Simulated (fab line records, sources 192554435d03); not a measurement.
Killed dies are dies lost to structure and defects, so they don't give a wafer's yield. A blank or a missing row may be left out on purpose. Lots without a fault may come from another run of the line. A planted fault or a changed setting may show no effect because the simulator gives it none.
Chamber matching | flow n5_finfet | N5_BEOL_M5_CURE_79 on uv_cure-02: 3 sister chambers
The step cures SiCOH lowk, time 240 s. 6 wafers are shown with their chamber, then 10 later ones without.

WAFERS WITH THEIR CHAMBER
wafer  | chamber | wafer_temp_C_max | lamp_power_pct (%)
L079.2 | 1       | 386.9            | 52.23
L079.5 | 1       | 386.9            | 52.35
L082.2 | 2       | 386.7            | 52.37
L082.4 | 2       | 386.6            | 52.31
L090.1 | 0       | 386.3            | 52.30
L090.3 | 0       | 386.0            | 52.31

WAFERS WITHOUT THEIR CHAMBER
wafer  | wafer_temp_C_max | lamp_power_pct (%)
L090.5 | 386.1            | 52.42
L091.3 | 387.1            | 52.31
L091.5 | 386.0            | 52.33
L091.6 | 386.7            | 52.31
L092.1 | 386.4            | 52.34
L092.2 | 386.7            | 52.42
L092.3 | 386.2            | 52.31
L096.1 | 386.0            | 52.31
L096.4 | 386.3            | 52.28
L096.5 | 385.9            | 52.30

WHICH CHAMBER EACH WENT THROUGH
wafer  | from the rows above     | in truth
L090.5 | 0                       | 0
L091.3 | can't be placed: 1 or 2 | 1
L091.5 | 0                       | 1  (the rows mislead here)
L091.6 | can't be placed: 2 or 1 | 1
L092.1 | can't be placed: 2 or 0 | 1
L092.2 | can't be placed: 2 or 1 | 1
L092.3 | 0                       | 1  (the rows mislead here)
L096.1 | 0                       | 0
L096.4 | can't be placed: 0 or 2 | 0
L096.5 | 0                       | 0
Placed correctly: 3 of 10. Can't be placed from these rows: 5 (the true chamber is among the candidates in 4). Placed wrongly: 2.
How it was worked out, from the rows above alone: a wafer's distance from a chamber is the root of the sum, over the readings, of the square of ((its reading less the chamber's mean) divided by the reading's scatter). The wafer belongs to the nearest chamber; if the next one is less than 2 further off, it can't be placed. A chamber's mean is the mean of its shown wafers. The scatter: the root of (the sum of the squares of (reading less its chamber's mean) over the shown wafers, divided by (wafers less chambers)).
